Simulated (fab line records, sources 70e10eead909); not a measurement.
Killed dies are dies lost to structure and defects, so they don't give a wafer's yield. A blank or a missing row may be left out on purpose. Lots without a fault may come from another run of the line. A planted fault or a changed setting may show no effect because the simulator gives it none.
fab line records | flow nand_harc
record lots=7 wafers=15 last_day=33
route steps=1302 shown A_CHANNEL_HOLE_D1@456 END@1302
lots that met no fault: from a run of the same line without faults
start_h: hours from the record's first day to the start of the lot's first wafer shown | wait_h: hours since the lot's step before | " the same as in the row above | L1.1+2: a row that stands for several wafers | - no value, or no start given | * or withheld: withheld | < > ~ a bound
route shown NAME@n: a module of which the file shows steps, and the number in the route of the first | usual: mean/standard deviation of fault-free wafers | same: alike in all rows | chamber/n: place in a boat | sites: the reading at each site | _std_site: their standard deviation | _edge_site: outer sites' mean less inner sites' | radius_mm: how far each site lies from the wafer's centre | mask NAME#n: copy n | behind: the tool/chamber that last shaped the wafer | hold: why the lot was held/for how many hours/how that ended | device: the transistor (n, p or np) that didn't switch | end of line: the same wafers' tests at the end of the route | a step without rows: its recipe alone | killed: dies lost to structure and defects at the first sort, not the wafer's yield | map: a wafer's dies, x killed, . not, _ none there
set.NAME: the setting as run; set.NAME@STEP: as run at that earlier step | model.NAME: the simulator's own value behind a step, which no gauge read
lots at some steps of the route; a table a step, a row a wafer
services: from which hour (start_h, from the record's first day; less than 0 if before it) a tool's chamber was out of use, for how many hours, and why
## steps
# step NHARC_A_CHANNEL_HOLE_D1_COAT_04
# recipe spin_rpm=1500 resist_thk_nm=90
# step NHARC_A_CHANNEL_HOLE_D1_SOFTBAKE_05
# recipe temp_c=105 time_s=55
# step NHARC_A_CHANNEL_HOLE_D1_EBR_06
# step NHARC_A_CHANNEL_HOLE_D1_EXPOSE_07
# recipe na=1.35 target_cd_nm=100 sigma_outer=0.3 dose_mj=59.65 mask_id=HOLE_D1
# step NHARC_A_CHANNEL_HOLE_D1_PEB_08
# recipe peb_temp_c=100 peb_time_s=65
# step NHARC_A_CHANNEL_HOLE_D1_DEVELOP_09
# recipe develop_time_s=35 dev_temp_c=23
# step NHARC_A_CHANNEL_HOLE_D1_CD_MEAS_10
# recipe target_cd_nm=100 landing_energy_ev=500
# usual cd_nm=99.7/0.51
# columns lot.wafer tool chamber start_h wait_h cd_nm
L544.4 cd_sem-03 0 213.16 - 99.5
L544.5 " 0 " " 99.1
L544.6 " 0 " " 99.0
L552.3 cd_sem-01 0 291.63 - 100.6
L553.6 cd_sem-03 0 299.79 - 99.8
L554.2 cd_sem-02 0 301.74 - 100.5
L560.1 cd_sem-03 0 365.53 - 99.6
L560.2 " 0 " " 99.9
L560.3 " 0 " " 99.5
L561.2 cd_sem-01 0 377.08 - 99.8
L561.4 " 0 " " 99.7
L561.5 " 0 " " 100.3
L563.2 cd_sem-02 0 393.39 - 99.1
L563.3 " 0 " " 99.3
L563.5 " 0 " " 98.8
# step NHARC_A_CHANNEL_HOLE_D1_OVL_MEAS_11
# usual overlay_x_nm=-0.2/0.66 overlay_y_nm=-0.2/0.89
# columns lot.wafer tool chamber start_h wait_h overlay_x_nm overlay_y_nm
L544.4 overlay-02 - 213.24 - 0.5 1.0
L544.5 " - " " 0.4 1.0
L544.6 " - " " -0.3 0.6
L552.3 overlay-02 - 291.71 - 0.7 0.7
L553.6 overlay-02 - 299.86 - -0.4 -1.4
L554.2 overlay-01 - 301.82 - -0.3 -0.5
L560.1 overlay-02 - 365.62 - -0.2 0.4
L560.2 " - " " 0.3 0.3
L560.3 " - " " -0.1 0.4
L561.2 overlay-01 - 377.17 - -0.8 0.2
L561.4 " - " " -0.6 0.3
L561.5 " - " " -1.0 0.4
L563.2 overlay-02 - 393.47 - 1.5 1.2
L563.3 " - " " 1.5 1.7
L563.5 " - " " 1.1 1.7
# step NHARC_A_CHANNEL_HOLE_D1_INSPECT_12
# usual raw_defect_count=5.3/2.6
# columns lot.wafer tool chamber start_h wait_h raw_defect_count
L544.4 defect_inspect-01 - 213.28 0.0 0
L544.5 " - " " 7
L544.6 " - " " 1
L552.3 defect_inspect-02 - 291.75 0.0 6
L553.6 defect_inspect-01 - 299.90 0.0 7
L554.2 defect_inspect-01 - 301.86 0.0 5
L560.1 defect_inspect-02 - 365.66 0.0 3
L560.2 " - " " 1
L560.3 " - " " 10
L561.2 defect_inspect-02 - 377.20 0.0 4
L561.4 " - " " 4
L561.5 " - " " 2
L563.2 defect_inspect-01 - 393.51 0.0 9
L563.3 " - " " 5
L563.5 " - " " 12
# step NHARC_A_CHANNEL_HOLE_D1_DESCUM_15
# recipe time_s=3 o2_flow_sccm=200 ar_flow_sccm=0 bias_power_w=0 chemistry=O2
# step NHARC_A_CHANNEL_HOLE_D1_ETCH_38
# recipe target_depth_a=390 over_etch_frac=0.3 time_s=65 ion_energy_ev=80 cf4_flow_sccm=150 ar_flow_sccm=0 rf_w=300 bias_w=100 chemistry=CF4
# step NHARC_A_CHANNEL_HOLE_D1_ETCH_39
# recipe target_depth_a=2600 over_etch_frac=0.3 time_s=325 ion_energy_ev=200 n2_flow_sccm=150 h2_flow_sccm=150 ar_flow_sccm=0 rf_w=400 bias_w=150 chemistry=N2/H2
# step NHARC_A_CHANNEL_HOLE_D1_ETCH_34
# recipe target_depth_a=1540 time_s=77 cf4_flow_sccm=100 chf3_flow_sccm=30 ar_flow_sccm=0 rf_w=500 bias_w=200 chemistry=CF4/CHF3
# usual drypump_motor_current_A=5.7/0.46 oes_product_au=0.945/0.021 rf_vpp_V=370.5/1.8 showerhead_plenum_p_Torr=1.57/0.048 throttle_valve_pct=16.803/0.0099
# columns lot.wafer tool chamber start_h wait_h drypump_motor_current_A oes_product_au rf_hours_counter_h rf_vpp_V showerhead_plenum_p_Torr throttle_valve_pct
L544.4 rie_diel-09 1 213.77 - 6.0 0.959 14 372.7 1.65 16.804
L544.5 " 0 " " 5.2 0.987 - 368.8 1.56 16.801
L544.6 " 1 " " 6.0 0.960 - 373.1 1.65 16.801
L552.3 rie_diel-08 0 292.25 - 5.0 0.934 7 369.8 1.53 16.791
L553.6 rie_diel-08 0 300.42 - 5.1 0.936 - 369.3 1.53 16.805
L554.2 rie_diel-08 0 302.37 - 5.1 0.935 8 368.3 1.53 16.806
L560.2 rie_diel-09 3 366.16 - 5.6 0.970 13 372.5 1.61 16.803
L560.1 " 0 " " 5.2 0.969 15 370.5 1.55 16.809
L560.3 " 1 " " 6.0 0.954 11 371.9 1.64 16.810
L561.2 rie_diel-08 2 377.70 - 5.9 0.992 0 370.7 1.55 16.799
L561.4 " 0 " " 5.1 0.959 0 370.2 1.53 16.814
L561.5 " 2 " " 5.9 1.000 - 368.5 1.55 16.820
L563.2 rie_diel-08 1 394.00 - 6.5 0.967 1 368.6 1.52 16.793
L563.3 " 2 " " 5.9 0.956 1 370.7 1.55 16.786
L563.5 " 1 " " 6.5 0.955 - 367.9 1.52 16.810
# step NHARC_A_CHANNEL_HOLE_D1_ETCH_16
# recipe target_depth_a=31000 over_etch_frac=0.3 time_s=806 ion_energy_ev=150 o2_flow_sccm=400 cos_flow_sccm=20 ar_flow_sccm=0 rf_w=500 bias_w=300 chemistry=O2/COS
# usual drypump_motor_current_A=5.7/0.47 oes_product_au=1.000/0.0075 rf_vpp_V=314.0/1.6 showerhead_plenum_p_Torr=3.11/0.095 throttle_valve_pct=28.329/0.0084
# columns lot.wafer tool chamber start_h wait_h drypump_motor_current_A oes_product_au rf_hours_counter_h rf_vpp_V showerhead_plenum_p_Torr throttle_valve_pct
L544.4 rie_diel-09 1 - - 6.0 0.999 14 316.0 3.27 28.323
L544.5 " 2 " " 5.2 0.998 - 313.8 3.06 28.332
L544.6 " 3 " " 5.6 1.004 - 315.7 3.22 28.336
L552.3 rie_diel-08 2 - - 5.9 0.999 8 314.4 3.08 28.321
L553.6 rie_diel-08 3 - - 5.7 0.998 - 315.2 3.22 28.335
L554.2 rie_diel-08 0 - - 5.0 1.001 8 313.5 3.04 28.341
L560.2 rie_diel-09 1 - - 6.0 0.993 11 315.1 3.25 28.336
L560.3 " 2 " " 5.2 0.995 14 312.7 3.03 28.325
L560.1 " 3 " " 5.6 0.992 14 315.4 3.20 28.313
L561.4 rie_diel-08 0 - - 5.1 0.998 0 312.6 3.04 28.320
L561.2 " 1 " " 6.5 1.000 0 311.8 3.01 28.330
L561.5 " 3 " " 5.7 0.989 - 315.6 3.22 28.324
L563.2 rie_diel-08 0 - - 5.1 1.007 1 313.3 3.04 28.333
L563.3 " 2 " " 5.9 1.010 1 313.5 3.07 28.335
L563.5 " 0 " " 5.1 1.009 - 313.6 3.04 28.334
# step NHARC_A_CHANNEL_HOLE_D1_CD_MEAS_18
# usual cd_nm=98.4/2.5
# columns lot.wafer tool chamber start_h wait_h cd_nm
L544.4 cd_sem-02 - 214.45 - 94.8
L544.5 " - " " 101.2
L544.6 " - " " 96.6
L552.3 cd_sem-02 - 292.92 - 98.5
L553.6 cd_sem-03 - 301.08 - 96.1
L554.2 cd_sem-01 - 303.04 - 99.4
L560.1 cd_sem-03 - 366.83 - 97.7
L560.2 " - " " 97.9
L560.3 " - " " 101.1
L561.2 cd_sem-01 - 378.38 - 98.1
L561.4 " - " " 96.6
L561.5 " - " " 101.0
L563.2 cd_sem-03 - 394.68 - 95.2
L563.3 " - " " 99.2
L563.5 " - " " 98.9
# step NHARC_A_CHANNEL_HOLE_D1_ETCH_19
# recipe bias_v=1200 source_w=2500 pressure_mtorr=15 time_s=34.5 ar_flow_sccm=375 c4f8_flow_sccm=28.8 o2_flow_sccm=96.2 temp_c=-20 target_depth_a=* chemistry=C4F8/O2/Ar
# step NHARC_A_CHANNEL_HOLE_D1_ETCH_20
# recipe bias_v=3000 source_w=withheld pressure_mtorr=20 time_s=361.9 ar_flow_sccm=375 c4f8_flow_sccm=89.3 o2_flow_sccm=35.7 temp_c=-20 target_depth_a=16000 chemistry=C4F8/O2/Ar
# step NHARC_A_CHANNEL_HOLE_D1_ETCH_21
# recipe bias_v=3000 source_w=withheld pressure_mtorr=20 time_s=514.3 ar_flow_sccm=375 c4f8_flow_sccm=89.3 o2_flow_sccm=35.7 temp_c=-20 target_depth_a=16000 chemistry=C4F8/O2/Ar
# step NHARC_A_CHANNEL_HOLE_D1_ETCH_22
# recipe bias_v=3000 source_w=withheld pressure_mtorr=20 time_s=666.7 ar_flow_sccm=375 c4f8_flow_sccm=89.3 o2_flow_sccm=35.7 temp_c=-20 target_depth_a=16000 chemistry=C4F8/O2/Ar
# usual drypump_motor_current_A=5.9/0.31 showerhead_plenum_p_Torr=3.57/0.13 temp_c=-20.01/0.096 throttle_valve_pct=32.156/0.0098
# columns lot.wafer tool chamber start_h wait_h drypump_motor_current_A rf_hours_counter_h showerhead_plenum_p_Torr temp_c throttle_valve_pct
L544.4 har_etch-01 1 218.09 0.4 6.2 - 3.56 -19.98 32.162
L544.5 " 1 " " 6.2 - 3.56 -20.01 32.152
L544.6 " 0 " " 5.7 - 3.72 -19.85 32.147
L552.3 har_etch-01 0 294.45 0.4 5.7 - 3.70 -19.99 32.172
L553.6 har_etch-01 0 302.39 0.5 5.7 - 3.70 -20.00 32.157
L554.2 har_etch-02 0 303.98 0.4 5.5 367 3.41 -19.89 32.159
L560.1 har_etch-01 1 367.78 0.4 6.2 192 3.51 -19.90 32.147
L560.2 " 0 " " 5.7 192 3.68 -20.16 32.160
L560.3 " 1 " " 6.2 - 3.51 -20.03 32.156
L561.2 har_etch-01 1 379.32 0.4 6.2 199 3.51 -20.01 32.149
L561.4 " 0 " " 5.6 - 3.67 -20.20 32.139
L561.5 " 1 " " 6.2 - 3.51 -20.19 32.164
L563.2 har_etch-02 1 398.58 0.4 6.3 1 3.93 -20.07 32.156
L563.3 " 1 " " 6.3 - 3.93 -20.02 32.142
L563.5 " 0 " " 5.6 - 3.93 -19.97 32.156
# step NHARC_A_CHANNEL_HOLE_D1_ETCH_23
# recipe bias_v=5000 source_w=withheld pressure_mtorr=20 time_s=819 ar_flow_sccm=375 c4f8_flow_sccm=89.3 o2_flow_sccm=35.7 temp_c=-20 target_depth_a=16000 chemistry=C4F8/O2/Ar
# step NHARC_A_CHANNEL_HOLE_D1_ETCH_24
# recipe bias_v=5000 source_w=withheld pressure_mtorr=20 time_s=906.2 ar_flow_sccm=375 c4f8_flow_sccm=93.8 o2_flow_sccm=31.2 temp_c=-20 target_depth_a=15000 chemistry=C4F8/O2/Ar
# step NHARC_A_CHANNEL_HOLE_D1_ETCH_25
# recipe bias_v=5000 source_w=withheld pressure_mtorr=20 time_s=1040.2 ar_flow_sccm=375 c4f8_flow_sccm=93.8 o2_flow_sccm=31.2 temp_c=-20 target_depth_a=15000 chemistry=C4F8/O2/Ar
# usual drypump_motor_current_A=6.0/0.31 showerhead_plenum_p_Torr=3.56/0.13 temp_c=-20.00/0.1 throttle_valve_pct=32.235/0.0091
# columns lot.wafer tool chamber start_h wait_h drypump_motor_current_A rf_hours_counter_h showerhead_plenum_p_Torr temp_c throttle_valve_pct
L544.4 har_etch-01 1 220.24 0.7 6.2 - 3.55 -20.05 32.243
L544.5 " 1 " " 6.3 - 3.55 -20.10 32.241
L544.6 " 0 " " 5.7 - 3.72 -20.09 32.248
L552.3 har_etch-01 0 296.58 0.7 5.7 - 3.70 -19.97 32.245
L553.6 har_etch-01 0 304.62 0.7 5.7 - 3.69 -20.04 32.236
L554.2 har_etch-02 0 305.99 0.6 5.5 370 3.41 -20.00 32.234
L560.1 har_etch-01 1 369.80 0.6 6.2 194 3.51 -20.07 32.231
L560.2 " 0 " " 5.7 194 3.67 -20.24 32.217
L560.3 " 1 " " 6.2 - 3.51 -19.84 32.229
L561.2 har_etch-01 1 381.35 0.6 6.2 201 3.50 -19.94 32.229
L561.4 " 0 " " 5.7 - 3.67 -20.01 32.242
L561.5 " 1 " " 6.2 - 3.50 -19.99 32.247
L563.2 har_etch-02 1 400.67 0.7 6.3 3 3.93 -20.08 32.253
L563.3 " 1 " " 6.3 - 3.93 -20.02 32.232
L563.5 " 0 " " 5.6 - 3.93 -20.29 32.240
# step NHARC_A_CHANNEL_HOLE_D1_ETCH_26
# recipe bias_v=300 source_w=2000 pressure_mtorr=30 time_s=224.1 ar_flow_sccm=375 c4f8_flow_sccm=11.4 o2_flow_sccm=113.6 temp_c=-20 target_depth_a=3000 chemistry=C4F8/O2/Ar
# step NHARC_A_CHANNEL_HOLE_D1_ETCH_33
# recipe bias_v=400 source_w=2000 pressure_mtorr=25 time_s=90 ar_flow_sccm=375 c4f8_flow_sccm=41.7 o2_flow_sccm=83.3 temp_c=-20 target_depth_a=4000 chemistry=C4F8/O2/Ar
# usual drypump_motor_current_A=6.0/0.31 showerhead_plenum_p_Torr=3.60/0.14 temp_c=-19.99/0.092 throttle_valve_pct=27.620/0.0091
# columns lot.wafer tool chamber start_h wait_h drypump_motor_current_A rf_hours_counter_h showerhead_plenum_p_Torr temp_c throttle_valve_pct
L544.4 har_etch-01 1 221.09 0.2 6.3 - 3.59 -20.14 27.610
L544.5 " 1 " " 6.2 - 3.59 -19.97 27.626
L544.6 " 0 " " 5.7 - 3.76 -19.99 27.617
L552.3 har_etch-01 0 297.42 0.2 5.7 - 3.74 -19.96 27.621
L553.6 har_etch-01 0 305.24 0.2 5.7 - 3.74 -20.16 27.630
L554.2 har_etch-02 0 307.08 0.2 5.5 370 3.44 -20.00 27.626
L560.1 har_etch-01 1 370.89 0.2 6.2 195 3.54 -20.01 27.624
L560.2 " 0 " " 5.7 195 3.71 -19.94 27.614
L560.3 " 1 " " 6.3 - 3.54 -20.00 27.630
L561.2 har_etch-01 1 382.42 0.2 6.2 202 3.54 -20.05 27.627
L561.4 " 0 " " 5.7 - 3.71 -19.93 27.608
L561.5 " 1 " " 6.2 - 3.54 -20.01 27.604
L563.2 har_etch-02 1 401.63 0.2 6.3 4 3.98 -19.92 27.629
L563.3 " 1 " " 6.2 - 3.98 -20.12 27.619
L563.5 " 0 " " 5.6 - 3.98 -19.93 27.618
# step NHARC_A_CHANNEL_HOLE_D1_STRIP_41
# recipe n2_flow_sccm=150 h2_flow_sccm=150 ar_flow_sccm=0 bias_w=0 chemistry=N2/H2
# step NHARC_A_CHANNEL_HOLE_D1_STRIP_42
# recipe cf4_flow_sccm=100 chf3_flow_sccm=30 ar_flow_sccm=0 bias_w=0 chemistry=CF4/CHF3
# step NHARC_A_CHANNEL_HOLE_D1_STRIP_43
# recipe o2_flow_sccm=400 cos_flow_sccm=20 ar_flow_sccm=0 bias_w=0 chemistry=O2/COS
# step NHARC_A_CHANNEL_HOLE_D1_ETCH_44
# recipe target_depth_a=1400 overetch_a=140 time_s=77 ion_energy_ev=100 cf4_flow_sccm=80 o2_flow_sccm=20 ar_flow_sccm=0 rf_w=300 bias_w=100 chemistry=CF4/O2
# step NHARC_A_CHANNEL_HOLE_D1_STRIP_27
# recipe o2_flow_sccm=500 ar_flow_sccm=0 bias_w=0 chemistry=O2
# step NHARC_A_CHANNEL_HOLE_D1_PRECLEAN_28
# recipe time_s=* temp_c=50 bath_age_min=0 chemistry=SC1
# step NHARC_A_CHANNEL_HOLE_D1_SRD_29
# step NHARC_A_CHANNEL_HOLE_D1_CD_MEAS_30
# usual cd_nm=89.7/1.3
# columns lot.wafer tool chamber start_h wait_h cd_nm
L544.4 cd_sem-03 - 222.80 0.1 87.0
L544.5 " - " " 90.2
L544.6 " - " " 87.9
L552.3 cd_sem-02 - 298.92 - 91.2
L553.6 cd_sem-02 - 306.67 - 91.6
L554.2 cd_sem-02 - 308.66 0.1 91.8
L560.1 cd_sem-01 - 373.21 - 89.5
L560.2 " - " " 90.1
L560.3 " - " " 88.9
L561.2 cd_sem-01 - 384.05 - 89.7
L561.4 " - " " 90.6
L561.5 " - " " 89.3
L563.2 cd_sem-02 - 403.15 - 88.2
L563.3 " - " " 87.7
L563.5 " - " " 88.1
# step NHARC_A_CHANNEL_HOLE_D1_XSEM_31
# recipe landing_energy_ev=35000
# usual bot_cd_nm=74.3/1.5 bow_nm=8.51/0.29 tilt_deg=0.069/0.03
# columns lot.wafer tool chamber start_h wait_h bot_cd_nm bow_nm tilt_deg
L544.4 xsem-01 0 222.89 0.1 70.9 8.04 0.053
L544.5 " 0 " " 73.6 8.08 0.055
L544.6 " 0 " " 71.5 8.05 0.053
L552.3 xsem-02 0 299.01 0.1 75.4 8.68 0.051
L553.6 xsem-01 0 306.76 0.1 76.1 8.22 0.060
L554.2 xsem-02 0 308.76 0.1 77.4 9.14 0.070
L560.1 xsem-02 0 373.30 0.1 73.0 8.29 0.144
L560.2 " 0 " " 73.4 8.37 0.146
L560.3 " 0 " " 72.7 8.37 0.143
L561.2 xsem-02 0 384.14 0.1 74.3 8.59 0.018
L561.4 " 0 " " 75.9 8.65 0.020
L561.5 " 0 " " 74.0 8.59 0.021
L563.2 xsem-02 0 403.24 0.1 72.4 8.15 0.029
L563.3 " 0 " " 71.7 8.06 0.027
L563.5 " 0 " " 71.9 8.02 0.027
# step NHARC_A_CHANNEL_HOLE_D1_INSPECT_40
# usual raw_defect_count=69/23
# columns lot.wafer tool chamber start_h wait_h hold raw_defect_count
L544.4 defect_inspect-01 - 222.98 - - 35
L544.5 " - " " - 37
L544.6 " - " " - 60
L552.3 defect_inspect-01 - 299.10 - await_dispo/0.2h/release 400
L552.3 defect_inspect-01 - 299.27 0.2 - 392
L553.6 defect_inspect-02 - 306.84 - await_dispo/0.2h/release 447
L553.6 defect_inspect-02 - 307.01 0.2 - 452
L554.2 defect_inspect-02 - 308.85 - await_dispo/0.2h/release 419
L554.2 defect_inspect-02 - 309.02 0.2 - 425
L560.1 defect_inspect-01 - 373.40 - - 53
L560.2 " - " " - 93
L560.3 " - " " - 57
L561.2 defect_inspect-02 - 384.23 - - 78
L561.4 " - " " - 66
L561.5 " - " " - 66
L563.2 defect_inspect-01 - 403.34 - - 56
L563.3 " - " " - 56
L563.5 " - " " - 48
# step NHARC_END_SORT_01
# recipe temp_c=25
# usual killed_at_array=57/20 killed_at_other=1.3/1.4 killed_at_periphery=3.4/2.4 killed_dies=61/19 killed_open=2.9/1.8 killed_short=2.5/1.6
# same gross_dies=677
# columns lot.wafer tool chamber start_h wait_h killed_at_array killed_at_other killed_at_periphery killed_dies killed_open killed_short
L554.2 prober-02 0 680.75 2.8 167 0 1 168 5 5
L553.6 prober-01 0 694.67 4.0 133 0 5 138 3 2
L552.3 prober-02 0 723.54 3.1 110 1 5 116 3 2
# killed by level:class
L554.2 A_CHANNEL_HOLE_D1:unspecified=74 A_CHANNEL_HOLE_D1:chamber_film_flake=35 A_SLIT:chamber_film_flake=32 A_CHANNEL_HOLE_D2:chamber_film_flake=8 A_WL_FILL:geometric_particle:short=3 A_WL_FILL:chamber_film_flake=3 A_SGD_CUT:chamber_film_flake=2 A_STAIRCASE:chamber_film_flake=2
L553.6 A_CHANNEL_HOLE_D1:unspecified=77 A_SLIT:chamber_film_flake=32 A_CHANNEL_HOLE_D1:chamber_film_flake=10 P_GATE:chamber_film_flake=3 P_STI:chamber_film_flake=2 A_CHANNEL_FILL_D2:chamber_film_flake=2 A_STAIRCASE:chamber_film_flake=2 A_WL_FILL:chamber_film_flake=2
L552.3 A_CHANNEL_HOLE_D1:unspecified=79 A_CONTACT:chamber_film_flake=11 A_CHANNEL_HOLE_D1:chamber_film_flake=8 A_SLIT:chamber_film_flake=6 A_WL_FILL:geometric_particle:short=2 P_GATE:chamber_film_flake=2 P_M2:chamber_film_flake=2 A_STAIRCASE:chamber_film_flake=2
# map L552.3 (x killed, . not)
____________.____________
_________.....x._________
_______.........x._______
______.........x...______
_____........x.x...._____
____.x..x.......x....____
____........x...x....____
___...................___
___............x......___
__.....................__
__.....x...............__
_........x.............._
_......................._
_......................._
_.......x....x.........._
_..........x............_
...x.....................
......x......x...........
.x.x......x..xx..........
.....x......x.xxxx.......
..x....x....xxxx.........
_..x...x....xxxxxx..x..._
_......xx..xxxxxxx...x.._
_....x....xxxxxxxxx....._
_...x..x..xxxxxxxx......_
_...........xxxxxx..xx.._
__........xxxxxxxx.....__
__........x.xxxxxx.x...__
___........xxxxxxx....___
___..........xxxxx....___
____.......xx.x......____
____........x........____
_____..............._____
______...x.........______
_______..........._______
_________......._________
____________.____________
# map L553.6 (x killed, . not)
____________.____________
_________......._________
_______.........x._______
______.........xx..______
_____...........x..._____
____.........xx......____
____.........x..x....____
___...........x..x....___
___.............x.....___
__.......x.............__
__...............x..x..__
_...........x...x......._
_............x.........._
_......................._
_......................._
_.......x..............._
......x..................
.............x......x....
..........x...x..........
.............xxxx.x......
x..x.x..x..xxxxxxx.......
_xxxxxxx...xxxxxxxx....._
_xxxxxxxxx..xxxxxxx....._
_..xxxxxx..xxxxxxxx....x_
_xxxxxx...xxxxxxxxxx...._
_x..x.x....xxxxxxx......_
__.........xxxxxxx.....__
__.........x.xxxxx.....__
___.x......xxxxxx.....___
___.............x.....___
____....x....xx......____
____.......x.........____
_____..............._____
______.........x...______
_______.......x..._______
_________......._________
____________.____________
## services
# columns tool chamber start_h hours kind
rie_diel-08 - 190.80 9.0 pm
rie_diel-08 0 190.80 9.0 vent_cycle
rie_diel-08 1 190.80 9.0 vent_cycle
rie_diel-08 2 190.80 9.0 vent_cycle
rie_diel-08 3 190.80 9.0 vent_cycle
rie_diel-08 0 199.80 - clean
rie_diel-08 1 199.80 - clean
rie_diel-08 2 199.80 - clean
rie_diel-08 3 199.80 - clean
rie_diel-08 0 224.32 - clean
rie_diel-08 1 224.32 - clean
rie_diel-08 2 224.32 - clean
rie_diel-09 - 246.98 0.6 repair
rie_diel-09 2 267.48 1.5 repair
rie_diel-09 - 271.26 0.3 repair
rie_diel-08 0 276.23 10.9 repair
rie_diel-09 3 302.68 8.3 repair
rie_diel-09 - 325.77 9.0 pm
rie_diel-08 2 346.67 1.5 repair
rie_diel-09 1 355.22 3.2 repair
rie_diel-08 - 367.80 9.0 pm
xsem-01 - 374.00 14.0 pm
har_etch-02 - 380.62 17.0 pm
rie_diel-09 - 387.69 0.7 repair
## key
first_sign step=NHARC_A_CHANNEL_HOLE_D1_INSPECT_40 reading=visit direction=added
effect step=NHARC_A_CHANNEL_HOLE_D1_INSPECT_40 reading=raw_defect_count direction=up sigmas=15 usual=69 struck=422
effect step=NHARC_END_SORT_01 reading=killed_dies direction=up sigmas=4.2 usual=61 struck=141
more_kills_born_at NHARC_A_CHANNEL_HOLE_D1_ETCH_34@rie_diel-08=230
met_at NHARC_A_CHANNEL_HOLE_D1_ETCH_34
struck_wafers L552.3,L553.6,L554.2
tester_left_out L552,L553,L554
fault kind=chamber_particle_source tool=rie_diel-08 chamber=0 onset_h=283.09 steps=NHARC_A_CHANNEL_HOLE_D1_ETCH_34 rate_per_visit_cm2=0.53275 end_h=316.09
# tester_left_out: of these lots the tester's yield and bins aren't shown, on N5 and GAA mostly nor the transistor test; their killed dies are dies lost to structure and defects alone, not to doping, threshold or leakage, so they don't give the yield
